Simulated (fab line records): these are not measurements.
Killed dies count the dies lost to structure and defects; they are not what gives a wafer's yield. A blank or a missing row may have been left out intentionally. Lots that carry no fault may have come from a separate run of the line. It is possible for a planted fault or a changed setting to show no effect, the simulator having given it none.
Problem report, 8D (eight disciplines) form, completed by code || flow n5_finfet || the parts of the form that need people (team, actions taken, sign-off) are left out

1. THE ISSUE
At N5_SD_EPI_N_COAT_33, spin_speed_rpm averages 1692.4 rpm over 6 wafers from 2 lots, while fault-free wafers read 1500.1 rpm, standard deviation 0.94. That is +99 or more standard deviations from the usual mean.
The step: time 60 s, resist thk 35 nm.
The first sign was on wafer L509.2 at day 4 23:41, on litho_track-04. At this step, 27 wafers from 9 lots have a number in the record. Rule for "out" (also "out of limits"): further than 4 standard deviations from the usual mean. The other wafers with a number count as sound.

2. WHAT THIS IS AND IS NOT
{"question": "which readings at this step", "is": "spin_speed_rpm", "is not": "chill_plate_temp_C, heater_power_total_W"}
{"question": "which lots", "is": "L509, L511", "is not": "L503, L506, L519, L521, L523, L524, L525"}
{"question": "which wafers of those lots", "is": "all that have a number", "is not": "-"}
{"question": "read on which tools", "is": "litho_track-04", "is not": "litho_track-02, litho_track-03"}
{"question": "when", "is": "from day 4 23:41", "is not": "up to then (6 sound wafers); but 15 sound wafers of L519, L521, L523, L524, L525 came after"}

3. THE SUSPECTS, EACH WITH WHAT RULES IT OUT
Counting: a tool stays on the suspect list if, at a process step up to the reading, it processed all lots that are out and no sound lot following the first of them.
- litho_track-04 at N5_SD_EPI_N_COAT_33 (time 60 s, resist thk 35 nm): ruled out as a lasting fault. Following L509 (day 4 23:41), the first lot on it that is out, the sound lots L523, L524 were run on it.
Left after counting: nothing in the record.

4. THE CAUSE (what the simulator had put in)
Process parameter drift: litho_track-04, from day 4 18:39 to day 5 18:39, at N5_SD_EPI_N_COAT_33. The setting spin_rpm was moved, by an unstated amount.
Counting ruled it out, wrongly.

5. SEQUENCE OF EFFECTS, ordered by route
Rows list readings where the struck wafers' mean (over those with a number) sits beyond 3 standard deviations from the usual. Readings are gone through only where the record gives a usual standard deviation; hours: the median, over the lots, of the time from a lot's start at the first step in this table giving one to that lot's start at this step; sigmas: the change measured in usual standard deviations.
{"hours": 0, "step": "N5_SD_EPI_N_COAT_33", "reading": "spin_speed_rpm", "usual": "1500.1 rpm", "on struck wafers": 1692.4, "change": "+192.3", "sigmas": "+99 or more"}
{"hours": 1, "step": "N5_SD_EPI_N_ETCH_34", "reading": "etch_rf_on_time_s", "usual": "76.4 s", "on struck wafers": 72.0, "change": -4.5, "sigmas": -4.5}
Process steps it contains:
- N5_SD_EPI_N_COAT_33: time 60 s, resist thk 35 nm.
- N5_SD_EPI_N_ETCH_34: etches SiARC in CF4, target depth 45.5 nm, time 75.8 s.
Later steps that measure or inspect, where all struck wafers having a row at the step show a number for every such reading and not one has moved that far: N5_BEOL_M4_RC_MEAS_101.

6. HOW IT WOULD HAVE BEEN CAUGHT EARLIER
In this record no reading fell out of limits until day 4 23:41, 5 hours after the fault had begun at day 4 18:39.
